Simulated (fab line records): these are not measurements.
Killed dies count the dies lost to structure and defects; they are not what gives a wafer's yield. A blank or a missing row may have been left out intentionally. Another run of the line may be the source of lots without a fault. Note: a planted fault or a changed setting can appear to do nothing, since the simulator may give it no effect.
Matching of chambers | flow nand_harc | NHARC_A_CHANNEL_FILL_D2_ALD_14 on ald_hk-02 has 4 sister chambers
The step deposits SiO2, target thk 2.5 nm, pulse time 10 s, ald cycles 25. 14 wafers are shown with their chamber, then 7 later ones without.

EACH WAFER AND ITS CHAMBER
wafer  | chamber | heater_power_w (W) | precursor_pulse_height_rel
L074.3 | 2       | 391                | 1.030
L074.4 | 1       | 453                | 1.002
L074.6 | 0       | 477                | 0.982
L082.2 | 2       | 389                | 1.000
L082.4 | 1       | 448                | 1.010
L082.5 | 3       | 473                | 1.008
L084.1 | 3       | 490                | 1.019
L084.2 | 1       | 459                | 0.972
L084.4 | 2       | 384                | 1.024
L086.1 | 2       | 393                | 0.984
L086.2 | 0       | 472                | 0.992
L086.6 | 2       | 374                | 1.018
L089.3 | 3       | 470                | 1.028
L089.4 | 0       | 469                | 1.030

SIGNATURES, as means of the wafers listed above
reading                    | chamber 0 | chamber 1 | chamber 2 | chamber 3 | scatter within a chamber
heater_power_w             | 472.67    | 453.33    | 386.20    | 477.67    | 7.46
precursor_pulse_height_rel | 1.00133   | 0.99467   | 1.01120   | 1.01833   | 0.0193
Rule: distance of a wafer from a chamber = root of the sum over the readings of ((wafer's reading minus chamber's mean) / reading's scatter) squared. The wafer belongs to the nearest chamber; if the next one is less than 2 further off, it can't be placed. How the scatter is found: for the shown wafers, subtract from each reading the mean of its chamber, square and add these, divide the total by (wafers less chambers), then take the root.

WAFERS WITH NO CHAMBER GIVEN
wafer  | heater_power_w (W) | precursor_pulse_height_rel
L089.5 | 470                | 0.987
L091.2 | 478                | 0.992
L091.4 | 381                | 1.025
L091.6 | 478                | 1.011
L094.2 | 465                | 0.991
L094.5 | 389                | 0.990
L094.6 | 458                | 1.017

WHICH CHAMBER EACH ONE RAN IN
wafer  | from the rows above          | in truth
L089.5 | can't be placed: 0 or 3 or 1 | 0
L091.2 | can't be placed: 0 or 3      | 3
L091.4 | 2                            | 2
L091.6 | can't be placed: 3 or 0      | 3
L094.2 | can't be placed: 0 or 1 or 3 | 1
L094.5 | 2                            | 2
L094.6 | can't be placed: 1 or 0 or 3 | 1
2 of 7 placed correctly. Unplaceable from these rows: 5, with the true chamber sitting among the candidates in 5. Wrongly placed: 0.
